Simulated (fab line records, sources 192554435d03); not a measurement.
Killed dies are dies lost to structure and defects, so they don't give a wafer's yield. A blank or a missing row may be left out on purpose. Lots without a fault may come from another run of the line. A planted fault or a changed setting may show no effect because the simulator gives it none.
Split-lot experiment | flow n5_finfet | 7 lots, 21 wafers read, on a route of 1938 steps

THE SPLIT
At N5_BEOL_M0_SAQP_ETCH_107 (etches SiNx in CH3F/O2, target depth 30 nm), the setting source_w was moved away from the recipe's 395 W on 9 of the 21 wafers read, by -16.5% to -4.7%. The other wafers ran this setting at the recipe's value.

The reading is taken at the split's own step.

THE READING
BEOL_M0_SAQP.feature_depth_nm (the simulator's own value, which no gauge read), in nm, at N5_BEOL_M0_SAQP_ETCH_107 (etches SiNx in CH3F/O2, target depth 30 nm). The file gives no usual value for it. The 12 wafers here that ran the recipe average 29.8 nm, standard deviation 0.63 nm.

wafer  | tool, chamber at the split | source_w as run, W | against the recipe | BEOL_M0_SAQP.feature_depth_nm, nm | against lot-mates on the recipe
L075.1 | rie_diel-05, 1             | 329.9              | -16.5%             | 28.4                              | -1.8
L075.5 | rie_diel-05, 3             | 395                | recipe             | 30.2                              | -
L075.6 | rie_diel-05, 2             | 329.9              | -16.5%             | 28.6                              | -1.6
L076.1 | rie_diel-05, 1             | 352.5              | -10.8%             | 28.4                              | -2.0
L076.2 | rie_diel-05, 2             | 395                | recipe             | 30.4                              | -
L076.3 | rie_diel-05, 0             | 352.5              | -10.8%             | 28.6                              | -1.8
L080.1 | rie_diel-06, 2             | 376.6              | -4.7%              | 28.8                              | +0.0
L080.3 | rie_diel-06, 0             | 376.6              | -4.7%              | 28.6                              | -0.2
L080.5 | rie_diel-06, 3             | 395                | recipe             | 28.8                              | -
L083.2 | rie_diel-05, 2             | 395                | recipe             | 30.4                              | -
L083.3 | rie_diel-05, 0             | 395                | recipe             | 30                                | -
L083.4 | rie_diel-05, 1             | 395                | recipe             | 30.8                              | -
L092.1 | rie_diel-05, 0,3           | 395                | recipe             | 29.4                              | -
L092.5 | rie_diel-05, 0,3           | 395                | recipe             | 29.4                              | -
L092.4 | rie_diel-05, 2             | 395                | recipe             | 30.2                              | -
L094.1 | rie_diel-06, 0             | 371                | -6.1%              | 28                                | -1.2
L094.2 | rie_diel-06, 3             | 395                | recipe             | 28.8                              | -
L094.4 | rie_diel-06, 2             | 395                | recipe             | 29.6                              | -
L096.1 | rie_diel-05, 2,3           | 338.3              | -14.4%             | 27.6                              | -1.6
L096.3 | rie_diel-05, 2,3           | 338.3              | -14.4%             | 27.6                              | -1.6
L096.2 | rie_diel-05, 0             | 395                | recipe             | 29.2                              | -
Where a row lists several chambers, the file gives one row for several wafers and doesn't say which wafer went through which chamber.

THE FIT
A straight line over all 21 wafers: BEOL_M0_SAQP.feature_depth_nm changes by +0.111 nm for each +1% of source_w; r = +0.75; the points scatter about the line by 0.64 nm.
The same after taking each lot's own level away (the mean of its wafers on the recipe; 21 wafers): +0.119 nm for each +1%; r = +0.90; scatter 0.38 nm.
On that fit, the largest move of source_w shifts the reading by 2 nm.
The lots' own levels span 28.80 to 30.40 nm, that is 2.5 times the standard deviation above.
So the lot-to-lot level blurs the effect unless lot-mates are compared.
Check: with one of the wafers moved furthest among these (-16.5%) left out of the fit, the line predicts -2.01 nm for it against its lot-mates. It came out at -1.8 nm against them.

OTHER SPLITS ON THESE WAFERS
These wafers also went through other splits before the reading. Each is held against what the fit with the lots' levels taken away leaves over:
other split on the same wafers          | wafers away from the commonest value | r with BEOL_M0_SAQP.feature_depth_nm (lot level and that fit taken away)
N5_GATE_CUT_COAT_27 spin_rpm            | 5                                    | -0.08
N5_MOL_CONTACT_COAG_SPUTTER_130 power_w | 9                                    | -0.49

THE FILE'S OWN FIT
BEOL_M0_SAQP.feature_depth_nm changes by +0.121 nm for each +1% of source_w, r = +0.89.
